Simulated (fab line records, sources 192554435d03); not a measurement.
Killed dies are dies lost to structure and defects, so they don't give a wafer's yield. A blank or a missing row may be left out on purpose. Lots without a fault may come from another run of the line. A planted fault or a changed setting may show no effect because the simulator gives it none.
fab line records | flow n5_finfet
record lots=6 wafers=18 last_day=17
route steps=1938 shown STI_FIN_REVEAL@184 BEOL_M4@1111 PASSIVATION@1936
lots that met no fault: from a run of the same line without faults
start_h: hours from the record's first day to the start of the lot's first wafer shown | wait_h: hours since the lot's step before | " the same as in the row above | L1.1+2: a row that stands for several wafers | - no value, or no start given | * or withheld: withheld | < > ~ a bound
route shown NAME@n: a module of which the file shows steps, and the number in the route of the first | usual: mean/standard deviation of fault-free wafers | same: alike in all rows | chamber/n: place in a boat | sites: the reading at each site | _std_site: their standard deviation | _edge_site: outer sites' mean less inner sites' | radius_mm: how far each site lies from the wafer's centre | mask NAME#n: copy n | behind: the tool/chamber that last shaped the wafer | hold: why the lot was held/for how many hours/how that ended | device: the transistor (n, p or np) that didn't switch | end of line: the same wafers' tests at the end of the route | a step without rows: its recipe alone | killed: dies lost to structure and defects at the first sort, not the wafer's yield | map: a wafer's dies, x killed, . not, _ none there
set.NAME: the setting as run; set.NAME@STEP: as run at that earlier step | model.NAME: the simulator's own value behind a step, which no gauge read
lots at some steps of the route; a table a step, a row a wafer
services: from which hour (start_h, from the record's first day; less than 0 if before it) a tool's chamber was out of use, for how many hours, and why
## steps
# step N5_STI_FIN_REVEAL_ALD_14
# recipe material=Si3N4 target_thk_a=30 temp_c=400 ald_precursor_family=SiH2I2 ald_co_reactant=N2/H2-plasma pressure_torr=2
# step N5_STI_FIN_REVEAL_FCVD_FILL_01
# recipe material=SiO2_flowable target_thk_a=3120 temp_c=100 pressure_torr=0.8 rf_w=2000 time_s=512.2
# step N5_STI_FIN_REVEAL_DENSIFY_02
# recipe temp_c=650 ambient=steam time_s=1800 idle_temp_c=400 densification_p_h2o_torr=640
# step N5_STI_FIN_REVEAL_CMP_04
# recipe stop_on=Si3N4 t_overpolish_s=4 down_force_psi=2 platen_rpm=54.18 post_cmp_clean=alkaline_brush pad_velocity_m_s=1.078 target_thk_nm=131.83
# usual edge_zone_pressure_frac=1.000/0.0049 motor_current_A=8.2/0.69 overpolish_run_s=4.000/0.0093 slurry_filter_dp_kPa=13.51/0.13 time_to_endpoint_s=107/4.4
# columns lot.wafer tool chamber start_h wait_h edge_zone_pressure_frac motor_current_A overpolish_run_s slurry_filter_dp_kPa time_to_endpoint_s
L496.1 cmp-01 3 51.48 0.1 1.000 8.1 3.992 13.45 103
L496.4 " 0 " " 1.000 7.4 4.005 13.68 99
L496.2 " 1 " " 0.994 7.3 3.994 13.71 102
L498.4 cmp-01 0 63.45 0.0 1.008 7.5 3.993 13.51 102
L498.1 " 1 " " 1.000 7.6 3.995 13.40 106
L498.5 " 1 " " 0.993 7.6 3.999 13.35 103
L501.4 cmp-01 2 81.82 0.1 1.000 7.9 4.003 13.59 108
L501.1 " 3 " " 0.994 7.9 3.999 13.36 112
L501.6 " 0 " " 1.005 7.4 4.001 13.57 113
L503.3 cmp-01 1 96.76 0.1 0.995 7.8 4.009 13.48 106
L503.5 " 2 " " 0.995 8.0 4.010 13.66 105
L503.6 " 3 " " 1.019 8.6 4.010 13.69 108
L510.4 cmp-03 3 136.83 0.1 0.995 9.1 3.996 13.54 108
L510.2 " 0 " " 0.987 7.9 4.001 13.48 109
L510.6 " 3 " " 0.999 9.3 3.986 13.57 110
L515.1 cmp-03 1 168.76 0.1 0.997 8.8 4.013 13.59 107
L515.4 " 3 " " 0.994 10.1 3.998 13.53 109
L515.6 " 1 " " 0.999 8.9 4.000 13.59 111
# step N5_STI_FIN_REVEAL_THK_MEAS_05
# usual thk_nm=132.5/1.2
# columns lot.wafer tool chamber start_h wait_h thk_nm
L496.1 film_metro-02 - 51.73 - 131.7
L496.2 " - " " 132.5
L496.4 " - " " 132.8
L498.1 film_metro-01 - 63.74 - 131.1
L498.4 " - " " 131.6
L498.5 " - " " 131.3
L501.1 film_metro-02 - 82.04 - 133.4
L501.4 " - " " 134.0
L501.6 " - " " 132.6
L503.3 film_metro-02 - 96.95 - 131.7
L503.5 " - " " 132.7
L503.6 " - " " 131.7
L510.2 film_metro-02 - 137.12 - 133.7
L510.4 " - " " 132.2
L510.6 " - " " 132.5
L515.1 film_metro-02 - 169.02 - 132.6
L515.4 " - " " 133.2
L515.6 " - " " 131.6
# step N5_STI_FIN_REVEAL_DENSIFY_30
# recipe temp_c=* time_s=* ambient=N2 idle_temp_c=600 ramp_up_c_per_s=150 ramp_down_c_per_s=60 cool_to_c=600
# step N5_STI_FIN_REVEAL_ETCHBACK_08
# recipe chemistry=C4F6/O2 target=SiO2 target_depth_a=305 time_s=10.167 ion_energy_ev=250 pressure_mtorr=30 source_w=345 bias_w=185 Ar_flow_sccm=300 C4F6_flow_sccm=10 O2_flow_sccm=10
# usual bias_w=185.0/0.57 drypump_motor_current_A=5.9/0.41 oes_f_703_au=0.75/0.064 oes_product_au=0.75/0.072 rf_vpp_V=664/14 showerhead_plenum_p_Torr=2.85/0.09 throttle_valve_pct=21.17/0.16
# columns lot.wafer tool chamber start_h wait_h bias_w drypump_motor_current_A oes_f_703_au oes_product_au rf_hours_counter_h rf_vpp_V showerhead_plenum_p_Torr throttle_valve_pct
L496.1 rie_diel-03 2 51.98 0.2 184.7 5.5 0.72 0.70 198 649 2.82 21.13
L496.2 " 3 " " 184.6 5.9 0.76 0.75 156 648 2.85 20.87
L496.4 " 0 " " 184.8 6.3 0.71 0.70 198 662 2.81 21.19
L498.1 rie_diel-02 1 64.00 0.2 184.9 5.4 0.73 0.76 142 679 2.99 21.09
L498.4 " 3 " " 184.8 6.0 0.93 0.94 7 658 2.78 21.12
L498.5 " 2 " " 184.3 5.8 0.71 0.71 - 694 2.81 21.32
L501.1 rie_diel-02 2 82.33 0.2 185.1 5.8 0.69 0.71 213 697 2.81 21.34
L501.4 " 1 " " 184.9 5.4 0.74 0.75 149 679 2.99 21.09
L501.6 " 0 " " 184.9 6.4 0.78 0.78 - 671 2.64 21.25
L503.3 rie_diel-05 3 97.20 0.1 184.7 6.5 0.73 0.74 173 672 2.96 21.43
L503.5 " 0 " " 185.4 5.8 0.75 0.73 - 669 2.94 21.01
L503.6 " 1 " " 186.0 5.2 0.74 0.72 - 669 2.95 21.39
L510.2 rie_diel-05 0 137.36 0.2 184.5 5.7 0.74 0.71 207 668 2.93 21.01
L510.4 " 1 " " 184.3 5.2 0.73 0.70 208 668 2.94 21.43
L510.6 " 1 " " 184.5 5.2 0.73 0.70 - 667 2.94 21.42
L515.1 rie_diel-05 1 169.28 0.2 186.0 5.1 0.73 0.72 219 666 2.93 21.45
L515.4 " 2 " " 185.4 5.5 0.88 0.94 15 686 2.80 20.86
L515.6 " 3 " " 184.3 6.5 0.72 0.72 - 673 2.94 21.47
# step N5_STI_FIN_REVEAL_STRIP_24
# recipe chemistry=N2/H2 time_s=90 power_w=100 temp_c=40 pressure_mtorr=100 rf_frequency_hz=6e+07 bias_power_w=3 n2_flow_sccm=300 h2_flow_sccm=300
# usual drypump_motor_current_A=5.9/0.42 h2_flow_sccm=299.9/0.96 oes_product_au=0.75/0.074 rf_vpp_V=45.1/0.88 showerhead_plenum_p_Torr=3.37/0.1 throttle_valve_pct=12.24/0.2
# columns lot.wafer tool chamber start_h wait_h drypump_motor_current_A h2_flow_sccm oes_product_au rf_hours_counter_h rf_vpp_V showerhead_plenum_p_Torr throttle_valve_pct
L496.1 rie_diel-03 2 52.01 0.0 5.5 299.2 0.70 198 44.6 3.33 12.24
L496.2 " 3 " " 6.0 300.6 0.75 156 45.2 3.39 12.08
L496.4 " 0 " " 6.3 301.4 0.68 199 45.8 3.35 12.40
L498.1 rie_diel-02 1 64.03 0.0 5.4 299.6 0.77 142 45.9 3.54 12.13
L498.4 " 3 " " 6.0 299.2 0.94 7 44.5 3.30 11.94
L498.5 " 2 " " 5.8 298.9 0.71 - 44.4 3.33 12.44
L501.1 rie_diel-02 2 82.37 0.0 5.8 299.4 0.70 213 46.8 3.32 12.47
L501.4 " 1 " " 5.4 299.8 0.75 149 45.4 3.53 12.16
L501.6 " 0 " " 6.3 301.3 0.76 - 46.2 3.13 12.25
L503.3 rie_diel-05 3 97.23 0.0 6.5 299.7 0.72 173 46.2 3.51 12.59
L503.5 " 0 " " 5.8 301.3 0.73 - 44.5 3.48 12.12
L503.6 " 1 " " 5.1 299.9 0.71 - 44.2 3.49 12.43
L510.2 rie_diel-05 0 137.40 0.0 5.8 302.4 0.71 207 45.9 3.47 12.16
L510.4 " 1 " " 5.1 302.1 0.70 208 45.2 3.48 12.47
L510.6 " 1 " " 5.2 299.8 0.70 - 45.0 3.48 12.47
L515.1 rie_diel-05 1 169.31 0.0 5.2 299.3 0.69 219 45.1 3.47 12.48
L515.4 " 2 " " 5.5 299.6 0.95 15 45.4 3.30 11.72
L515.6 " 3 " " 6.5 298.1 0.71 - 42.9 3.50 12.64
# step N5_STI_FIN_REVEAL_PRECLEAN_25
# recipe chemistry=SPM time_s=90 temp_c=120 mix=4:1
# step N5_STI_FIN_REVEAL_PRECLEAN_26
# recipe chemistry=SC1 time_s=45 temp_c=46 mix=1:2:100
# step N5_STI_FIN_REVEAL_PRECLEAN_29
# recipe chemistry=DHF time_s=30 temp_c=25 dilution=300:1
# step N5_STI_FIN_REVEAL_SRD_12
# recipe time_s=30 temp_c=23 rinse_liquid=diw dry=ipa_marangoni
# step N5_STI_FIN_REVEAL_RECESS_09
# recipe chemistry=HF/NH3 target=SiO2 afs_cycles=11 target_depth_a=425 temp_c=30 sublimation_temp_c=180 sublimation_time_s=60
# usual drypump_motor_current_A=5.84/0.22
# same sublimation_time_s=60
# columns lot.wafer tool chamber start_h wait_h drypump_motor_current_A model.etch.depth_nm
L496.1 vapor_etch-01 1 52.23 0.0 5.57 42.55
L496.2 " 0 " " 5.69 42.55
L496.4 " 0 " " 5.69 42.55
L498.1 vapor_etch-02 1 64.56 0.0 6.09 42.07
L498.4 " 1 " " 6.12 42.07
L498.5 " 0 " " 6.03 42.07
L501.1 vapor_etch-02 1 82.58 0.0 6.11 43.17
L501.4 " 1 " " 6.10 32.4
L501.6 " 1 " " 6.09 32.4
L503.3 vapor_etch-02 0 98.05 0.6 6.01 42.33
L503.5 " 1 " " 6.11 42.33
L503.6 " 0 " " 6.00 31.77
L510.2 vapor_etch-01 1 137.62 0.0 5.52 41.92
L510.4 " 0 " " 5.68 41.92
L510.6 " 1 " " 5.55 41.92
L515.1 vapor_etch-01 0 169.53 0.0 5.70 43.01
L515.4 " 0 " " 5.69 43.01
L515.6 " 0 " " 5.71 43.01
# step N5_STI_FIN_REVEAL_STRIP_16
# recipe chemistry=H3PO4 material=SiNx temp_c=165 target_depth_a=238 overetch_fraction=0.4964 dry=ipa_marangoni
# step N5_STI_FIN_REVEAL_PRECLEAN_17
# recipe chemistry=NF3:NH3 afs_cycles=1 temp_c=30 time_s=20 sublimation_temp_c=180 sublimation_time_s=60 pressure_torr=3 rf_power_w=30
# step N5_STI_FIN_REVEAL_ETCH_34
# recipe chemistry=H2 mode=isotropic material=Si target=Si target_depth_a=9.7 temp_c=20 pressure_mtorr=4.5 icp_w=300 bias_w=0 h2_flow_sccm=7.5 he_flow_sccm=142.5
# usual drypump_motor_current_A=5.42/0.26 h2_flow_sccm=7.501/0.027 he_flow_sccm=142.6/0.43 oes_product_au=0.989/0.015 throttle_valve_pct=25.8/0.45
# same bias_w=0
# columns lot.wafer tool chamber start_h wait_h drypump_motor_current_A h2_flow_sccm he_flow_sccm oes_product_au rf_hours_counter_h throttle_valve_pct
L496.1 rie_si-04 3 54.34 0.2 5.50 7.519 142.3 1.010 75 26.1
L496.2 " 1 " " 5.27 7.484 142.3 0.974 31 26.1
L496.4 " 2 " " 5.27 7.503 143.0 0.986 136 25.9
L498.1 rie_si-03 0 66.65 0.2 5.97 7.474 142.2 0.991 111 26.5
L498.4 " 1 " " 5.13 7.509 143.0 0.992 33 26.0
L498.5 " 1 " " 5.14 7.491 142.7 1.000 - 26.0
L501.1 rie_si-03 3 84.75 0.2 5.13 7.504 142.1 0.974 175 25.9
L501.4 " 1 " " 5.20 7.563 143.1 0.995 33 26.0
L501.6 " 0 " " 5.97 7.495 142.2 0.986 - 26.5
L503.3 rie_si-01 1 99.62 0.1 5.52 7.506 142.5 0.997 156 26.1
L503.5 " 1 " " 5.50 7.531 142.7 0.975 - 26.1
L503.6 " 2 " " 5.75 7.523 142.4 1.017 - 25.4
L510.2 rie_si-04 3 139.71 0.1 5.52 7.525 142.6 0.999 77 26.1
L510.4 " 1 " " 5.27 7.459 143.2 0.996 32 26.1
L510.6 " 1 " " 5.27 7.483 142.8 0.993 - 26.1
L515.1 rie_si-01 0 171.69 0.2 5.72 7.502 143.2 1.008 135 25.9
L515.4 " 1 " " 5.48 7.506 142.7 0.984 158 26.1
L515.6 " 3 " " 5.37 7.503 142.6 0.970 - 25.4
# step N5_STI_FIN_REVEAL_OXIDATION_31
# recipe chemistry=O2_PLASMA_REMOTE temp_c=150 time_s=20 pressure_mtorr=1000 source_power_w=2000 o2_flow_sccm=3000
# usual drypump_motor_current_A=5.66/0.28 heater_power_w=139/12
# columns lot.wafer tool chamber start_h wait_h drypump_motor_current_A heater_power_w rf_hours_counter_h
L496.1 plasma_asher-02 1 54.41 0.0 5.36 157 33
L496.2 " 0 " " 5.37 147 33
L496.4 " 1 " " 5.35 154 -
L498.1 plasma_asher-02 1 66.87 0.2 5.34 156 34
L498.4 " 1 " " 5.35 157 -
L498.5 " 1 " " 5.35 156 -
L501.1 plasma_asher-01 1 84.81 0.0 6.04 129 72
L501.4 " 1 " " 6.04 124 -
L501.6 " 0 " " 5.73 131 -
L503.3 plasma_asher-01 1 99.70 0.1 5.99 125 -
L503.5 " 0 " " 5.72 132 -
L503.6 " 1 " " 5.99 129 -
L510.2 plasma_asher-01 1 139.77 0.0 6.01 126 82
L510.4 " 0 " " 5.67 129 -
L510.6 " 1 " " 6.02 125 -
L515.1 plasma_asher-01 0 171.75 0.0 5.74 133 89
L515.4 " 1 " " 6.02 126 -
L515.6 " 0 " " 5.75 131 -
# step N5_STI_FIN_REVEAL_PRECLEAN_32
# recipe chemistry=NF3:NH3 afs_cycles=1 temp_c=30 time_s=20 sublimation_temp_c=180 sublimation_time_s=60 pressure_torr=3 rf_power_w=30
# step N5_STI_FIN_REVEAL_STRIP_35
# recipe chemistry=H3PO4 material=Si3N4 temp_c=165 target_depth_a=40 time_s=39
# step N5_STI_FIN_REVEAL_SRD_21
# recipe dry=ipa_marangoni time_s=30 temp_c=23 rinse_liquid=diw
# step N5_STI_FIN_REVEAL_OXIDATION_33
# recipe chemistry=O2_PLASMA_REMOTE temp_c=150 time_s=20 pressure_mtorr=1000 source_power_w=2000 o2_flow_sccm=3000
# step N5_STI_FIN_REVEAL_CLEAN_19
# recipe chemistry=O3/DIW temp_c=25 time_s=120 o3_ppm=10
# step N5_STI_FIN_REVEAL_SRD_23
# recipe dry=ipa_marangoni time_s=30 temp_c=23 rinse_liquid=diw
# step N5_STI_FIN_REVEAL_CD_MEAS_22
# recipe target_cd_nm=6.238 pitch_nm=28 polarity=line
# usual cd_nm=6.28/0.3
# columns lot.wafer tool chamber start_h wait_h cd_nm
L496.1 cd_sem-01 - 54.92 0.0 6.09
L496.2 " - " " 5.88
L496.4 " - " " 6.23
L498.1 cd_sem-02 - 67.38 0.0 6.18
L498.4 " - " " 6.48
L498.5 " - " " 6.28
L501.1 cd_sem-01 - 85.32 0.0 6.49
L501.4 " - " " 6.45
L501.6 " - " " 6.58
L503.3 cd_sem-02 - 100.20 0.0 6.76
L503.5 " - " " 6.47
L503.6 " - " " 6.57
L510.2 cd_sem-02 - 140.29 0.0 6.68
L510.4 " - " " 6.75
L510.6 " - " " 6.39
L515.1 cd_sem-03 - 172.33 0.0 6.20
L515.4 " - " " 6.58
L515.6 " - " " 6.14
# step N5_STI_FIN_REVEAL_FIN_H_MEAS_10
# usual trench_depth_nm=52.0/0.78
# columns lot.wafer tool chamber start_h wait_h trench_depth_nm
L496.1 ocd-01 - 54.95 0.0 52.1
L496.2 " - " " 52.4
L496.4 " - " " 51.3
L498.1 ocd-02 - 67.41 0.0 52.1
L498.4 " - " " 52.0
L498.5 " - " " 51.0
L501.1 ocd-02 - 85.35 0.0 52.5
L501.4 " - " " 41.8
L501.6 " - " " 42.2
L503.3 ocd-01 - 100.23 0.0 52.5
L503.5 " - " " 52.0
L503.6 " - " " 41.0
L510.2 ocd-02 - 140.32 0.0 51.0
L510.4 " - " " 51.0
L510.6 " - " " 50.9
L515.1 ocd-02 - 172.36 0.0 52.6
L515.4 " - " " 53.1
L515.6 " - " " 52.8
# step N5_STI_FIN_REVEAL_PRECLEAN_18
# recipe chemistry=SC2 time_s=45 temp_c=35 mix=1:1:50
# step N5_BEOL_M4_RC_MEAS_101
# usual DIBL_N=35.9/1.8 DIBL_P=36.2/2 IOFF_N=0.16/0.031 IOFF_P=0.22/0.041 ION_N=676/11 ION_P=465/8.5 SS_N=71.4/0.64 SS_P=73.2/0.7 VT_N=250/3.5 VT_P=-250/3.9
# columns lot.wafer tool chamber start_h wait_h DIBL_N[mV/V] DIBL_P[mV/V] IOFF_N[nA/um] IOFF_P[nA/um] ION_N[uA/um] ION_P[uA/um] SS_N[mV/dec] SS_P[mV/dec] VT_N[mV] VT_P[mV]
L496.1 prober-02 0 188.71 0.0 34.4 35.2 0.13 0.18 674 464 71.2 72.7 254 -251
L496.2 " 0 " " 30.5 31.1 0.08 0.13 646 454 70.4 71.8 260 -251
L496.4 " 0 " " 35.5 37.5 0.16 0.21 665 466 71.9 74.1 251 -247
L498.1 prober-02 0 214.72 0.0 33.6 33.3 0.11 0.15 660 449 70.8 72.5 256 -255
L498.4 " 0 " " 36.3 36.2 0.16 0.19 682 464 72.5 74.1 248 -255
L498.5 " 0 " " 35.6 34.8 0.15 0.18 665 453 71.9 72.7 248 -257
L501.1 prober-01 0 231.46 0.0 35.3 37.8 0.16 0.23 678 465 71.3 73.5 249 -250
L501.4 " 0 " " 33.5 35.2 0.13 0.19 668 460 70.8 72.2 251 -251
L501.6 " 0 " " 33.8 35.7 0.12 0.19 667 463 70.4 72.6 257 -252
L503.3 prober-01 0 238.61 0.3 38.1 39.1 0.19 0.25 696 480 72.8 73.9 247 -248
L503.5 " 0 " " 37.9 38.7 0.17 0.24 683 469 71.5 73.7 247 -252
L503.6 " 0 " " 37.4 37.7 0.16 0.22 686 466 72.1 73.1 248 -247
L510.2 prober-01 0 270.01 0.2 36.4 36.7 0.18 0.20 678 456 71.6 73.3 245 -249
L510.4 " 0 " " 38.6 39.7 0.24 0.25 682 462 72.3 74.4 242 -249
L510.6 " 0 " " 35.2 35.2 0.16 0.18 674 457 71.1 73.5 247 -254
L515.1 prober-02 0 308.65 0.0 38.0 38.0 0.19 0.25 691 473 71.6 73.5 245 -244
L515.4 " 0 " " 37.1 37.1 0.17 0.24 687 476 72.0 73.5 245 -249
L515.6 " 0 " " 39.0 39.6 0.22 0.29 698 482 72.2 74.0 244 -246
# step N5_PASSIVATION_PROBE_49
# usual defect_limited_yield=91.3/1.3 killed_at_M0_to_M3=35/9.3 killed_at_M4_up=14/5.2 killed_at_contacts=12/5.9 killed_at_front_end=38/11 killed_at_other=4/3.7 killed_dies=103/15 killed_open=67/12 killed_short=34/8 sort_bin_5_function=5.1/0.88 sort_bin_6_memory=3.3/0.65 sort_bin_8_speed=0.00/0.03 sort_n_pass=1077/15 sort_yield_pct=91.3/1.3
# same gross_dies=1180 killed_at_back_side=0 sort_bin_4_leakage[%]=0
# columns lot.wafer tool chamber start_h wait_h defect_limited_yield[%] killed_at_M0_to_M3 killed_at_M4_up killed_at_contacts killed_at_front_end killed_at_other killed_dies killed_open killed_short sort_bin_5_function[%] sort_bin_6_memory[%] sort_bin_8_speed[%] sort_n_pass sort_yield_pct[%]
L496.1 prober-02 - 302.61 0.0 90.4 45 14 23 31 0 113 76 37 5.3 3.8 0 1067 90.4
L496.2 prober-02 - 302.66 0.1 90.7 38 12 11 49 0 110 67 41 5.6 3.4 0.34 1066 90.3
L496.4 prober-02 - 302.76 0.2 91.4 29 23 6 44 0 102 67 32 4.9 3.4 0 1078 91.4
L498.1 prober-01 - 328.47 0.0 92.4 29 15 8 38 0 90 65 24 4.4 3.1 0 1090 92.4
L498.4 prober-01 - 328.62 0.2 90.4 41 9 7 48 8 113 71 40 5.8 3.4 0 1067 90.4
L498.5 prober-01 - 328.67 0.2 92.0 31 9 8 44 2 94 54 39 4.7 2.8 0 1086 92.0
L501.1 prober-02 - 341.92 0.0 89.9 37 22 8 49 3 119 80 39 6.4 3.2 0 1061 89.9
L501.4 prober-02 - 342.07 0.2 89.9 25 23 9 50 12 119 76 41 6.1 3.6 0 1061 89.9
L501.6 prober-02 - 342.17 0.3 91.7 29 8 20 36 5 98 67 28 4.7 3.5 0 1082 91.7
L503.3 prober-02 - 348.20 0.1 89.3 20 11 24 54 17 126 71 50 5.8 4.3 0 1054 89.3
L503.5 prober-02 - 348.30 0.2 92.7 18 15 11 33 9 86 61 20 3.5 3.1 0 1094 92.7
L503.6 prober-02 - 348.35 0.3 90.7 25 8 20 45 12 110 65 44 4.6 4.7 0 1070 90.7
L510.2 prober-01 - 384.59 0.1 92.1 38 15 10 27 3 93 61 32 4.4 3.1 0 1087 92.1
L510.4 prober-01 - 384.69 0.2 91.0 33 16 18 38 1 106 77 29 4.6 4.0 0 1074 91.0
L510.6 prober-01 - 384.79 0.3 90.8 31 5 17 50 5 108 64 44 4.9 3.6 0 1072 90.8
L515.1 prober-01 - 407.58 0.0 92.4 38 10 8 34 0 90 52 38 4.8 2.5 0 1090 92.4
L515.4 prober-01 - 407.73 0.2 91.7 34 12 5 42 5 98 55 43 4.4 3.3 0 1082 91.7
L515.6 prober-01 - 407.83 0.3 93.1 11 11 11 44 5 82 54 27 4.0 2.8 0 1098 93.1
# killed by level:class
L496.1 MOL_CONTACT_COAG:geometric_particle:open=21 FIN_SAQP:geometric_particle:short=9 BEOL_M1:geometric_particle:open=8 BEOL_M2:geometric_particle:open=8 BEOL_M3:geometric_particle:open=8 FIN_SAQP:geometric_particle:open=7 DUMMY_GATE:geometric_particle:open=7 BEOL_M0_SAQP:geometric_particle:short=7
L496.2 BEOL_M3:geometric_particle:open=9 FIN_SAQP:geometric_particle:short=8 DUMMY_GATE:geometric_particle:open=8 MOL_CONTACT_COAG:geometric_particle:open=8 STI_FIN_REVEAL:geometric_particle:open=7 FIN_SAQP:geometric_particle:open=6 GATE_CUT:geometric_particle:short=6 BEOL_M0_SAQP:geometric_particle:short=6
L496.4 BEOL_M4:geometric_particle:open=12 FIN_SAQP:geometric_particle:short=9 BEOL_M2:geometric_particle:open=9 FIN_SAQP:geometric_particle:open=8 BEOL_M1:geometric_particle:open=6 GATE_CUT:geometric_particle:open=5 MOL_CONTACT_COAG:geometric_particle:open=5 BEOL_M3:geometric_particle:open=5
L498.1 BEOL_M3:geometric_particle:open=11 FIN_SAQP:geometric_particle:open=9 MOL_CONTACT_COAG:geometric_particle:open=7 BEOL_M0_SAQP:geometric_particle:short=7 GATE_CUT:geometric_particle:short=6 BEOL_M0_SAQP:geometric_particle:open=6 GATE_CUT:geometric_particle:open=5 FIN_SAQP:geometric_particle:short=4
L498.4 BEOL_M3:geometric_particle:open=13 FIN_SAQP:geometric_particle:open=7 FIN_SAQP:geometric_particle:short=7 MOL_CONTACT_COAG:geometric_particle:open=7 BEOL_M0_SAQP:geometric_particle:open=7 BEOL_M0_SAQP:geometric_particle:short=6 BEOL_M0:geometric_particle:open=6 STI_FIN_REVEAL:geometric_particle:open=5
L498.5 BEOL_M0_SAQP:geometric_particle:short=10 FIN_SAQP:geometric_particle:short=9 BEOL_M3:geometric_particle:open=8 ILD0:geometric_particle:open=6 MOL_CONTACT_COAG:geometric_particle:open=6 STARTING-WAFER:geometric_particle:short=6 STI_FIN_REVEAL:geometric_particle:open=5 BEOL_M0_SAQP:geometric_particle:open=5
L501.1 FIN_SAQP:geometric_particle:open=12 BEOL_M4:geometric_particle:open=11 FIN_SAQP:geometric_particle:short=10 BEOL_M3:geometric_particle:open=10 STI_FIN_REVEAL:geometric_particle:open=9 BEOL_M0_SAQP:geometric_particle:open=9 MOL_CONTACT_COAG:geometric_particle:open=6 BEOL_M0:geometric_particle:short=4
L501.4 STI_FIN_REVEAL:geometric_particle:open=14 FIN_SAQP:geometric_particle:short=9 BEOL_M4:geometric_particle:open=9 MOL_CONTACT_COAG:geometric_particle:open=8 FIN_SAQP:geometric_particle:open=6 STARTING-WAFER:geometric_particle:short=6 STI_FIN_REVEAL:geometric_particle:short=6 BEOL_M3:geometric_particle:open=6
L501.6 MOL_CONTACT_COAG:geometric_particle:open=14 STI_FIN_REVEAL:geometric_particle:open=9 BEOL_M3:geometric_particle:open=8 FIN_SAQP:geometric_particle:open=6 MOL_CONTACT_COAG:geometric_particle:short=6 FIN_SAQP:geometric_particle:short=5 DUMMY_GATE:geometric_particle:open=5 BEOL_M0_SAQP:geometric_particle:short=5
L503.3 MOL_CONTACT_COAG:geometric_particle:open=19 FIN_SAQP:geometric_particle:short=14 STI_FIN_REVEAL:geometric_particle:open=10 BEOL_M0_SAQP:geometric_particle:short=10 FIN_SAQP:geometric_particle:open=8 MIM_TOP_ETCH:geometric_particle:open=7 STARTING-WAFER:geometric_particle:short=7 GATE_CUT:geometric_particle:short=5
L503.5 STI_FIN_REVEAL:geometric_particle:open=13 MOL_CONTACT_COAG:geometric_particle:open=10 BEOL_M3:geometric_particle:open=6 BEOL_M4:geometric_particle:open=6 BEOL_M5:geometric_particle:open=5 BEOL_M2:geometric_particle:open=4 BEOL_M0_SAQP:geometric_particle:short=4 FIN_SAQP:geometric_particle:short=3
L503.6 MOL_CONTACT_COAG:geometric_particle:open=16 FIN_SAQP:geometric_particle:short=10 FIN_SAQP:geometric_particle:open=8 STI_FIN_REVEAL:geometric_particle:open=8 BEOL_M3:geometric_particle:open=7 BEOL_M0_SAQP:geometric_particle:short=6 MIM_TOP_ETCH:geometric_particle:short=6 GATE_CUT:geometric_particle:short=5
L510.2 BEOL_M1:geometric_particle:open=10 BEOL_M0_SAQP:geometric_particle:short=8 MOL_CONTACT_COAG:geometric_particle:open=7 BEOL_M2:geometric_particle:open=5 BEOL_M4:geometric_particle:open=5 STARTING-WAFER:geometric_particle:open=5 FIN_SAQP:geometric_particle:short=4 FIN_SAQP:geometric_particle:open=4
L510.4 MOL_CONTACT_COAG:geometric_particle:open=14 STI_FIN_REVEAL:geometric_particle:open=10 BEOL_M7:geometric_particle:open=7 BEOL_M1:geometric_particle:open=6 STARTING-WAFER:geometric_particle:open=6 FIN_SAQP:geometric_particle:short=5 BEOL_M0_SAQP:geometric_particle:open=5 BEOL_M0_SAQP:geometric_particle:short=5
L510.6 FIN_SAQP:geometric_particle:open=15 FIN_SAQP:geometric_particle:short=15 MOL_CONTACT_COAG:geometric_particle:open=13 BEOL_M0_SAQP:geometric_particle:short=8 BEOL_M1:geometric_particle:open=8 BEOL_M0_SAQP:geometric_particle:open=6 GATE_CUT:geometric_particle:short=5 DUMMY_GATE:geometric_particle:open=4
L515.1 FIN_SAQP:geometric_particle:short=12 FIN_SAQP:geometric_particle:open=10 BEOL_M0_SAQP:geometric_particle:open=8 BEOL_M0_SAQP:geometric_particle:short=8 BEOL_M3:geometric_particle:open=7 MOL_CONTACT_COAG:geometric_particle:open=5 BEOL_M1:geometric_particle:short=5 STI_FIN_REVEAL:geometric_particle:open=4
L515.4 FIN_SAQP:geometric_particle:short=15 BEOL_M3:geometric_particle:open=8 BEOL_M1:geometric_particle:open=8 FIN_SAQP:geometric_particle:open=6 BEOL_M0_SAQP:geometric_particle:short=5 BEOL_M4:geometric_particle:open=5 DUMMY_GATE:geometric_particle:open=3 GATE_CUT:geometric_particle:short=3
L515.6 FIN_SAQP:geometric_particle:open=11 FIN_SAQP:geometric_particle:short=10 MOL_CONTACT_COAG:geometric_particle:open=9 BEOL_M4:geometric_particle:open=7 STARTING-WAFER:geometric_particle:short=5 STI_FIN_REVEAL:geometric_particle:open=4 BEOL_M0:geometric_particle:open=4 GATE_CUT:geometric_particle:open=3
## services
# columns tool chamber start_h hours kind
rie_diel-02 - 35.71 0.4 repair
cmp-03 - 38.57 4.0 pm
cmp-03 - 42.57 - consumable_replace:conditioner
cmp-03 - 42.57 - consumable_replace:pad
cmp-03 - 45.16 5.6 pm
rie_si-01 2 64.85 0.9 repair
cmp-01 - 66.62 1.7 repair
vapor_etch-01 1 87.46 3.2 repair
rie_diel-05 2 109.16 - clean
rie_diel-05 2 109.16 - consumable_replace:focus_ring
rie_diel-05 2 109.16 22.5 scheduled_down
rie_diel-05 2 109.16 22.5 vent_cycle
rie_diel-05 1 141.45 1.7 repair
cmp-01 - 145.89 1.5 repair
vapor_etch-02 - 152.97 2.8 pm
vapor_etch-02 - 160.03 0.9 repair
## key
first_sign step=N5_STI_FIN_REVEAL_FIN_H_MEAS_10 reading=trench_depth_nm direction=down sigmas=13 usual=52.0 struck=41.7
effect none on later readings
model_effect step=N5_STI_FIN_REVEAL_RECESS_09 value=etch.depth_nm without=42.89 struck=32.19
met_at N5_STI_FIN_REVEAL_RECESS_09
struck_wafers L501.4,L501.6,L503.6
onset_between 64.56 82.58
fault kind=process_parameter_drift tool=vapor_etch-02 chamber=- onset_h=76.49 steps=N5_STI_FIN_REVEAL_RECESS_09 channel=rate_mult offset=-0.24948 shape=step end_h=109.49 scope=struck_wafers_only
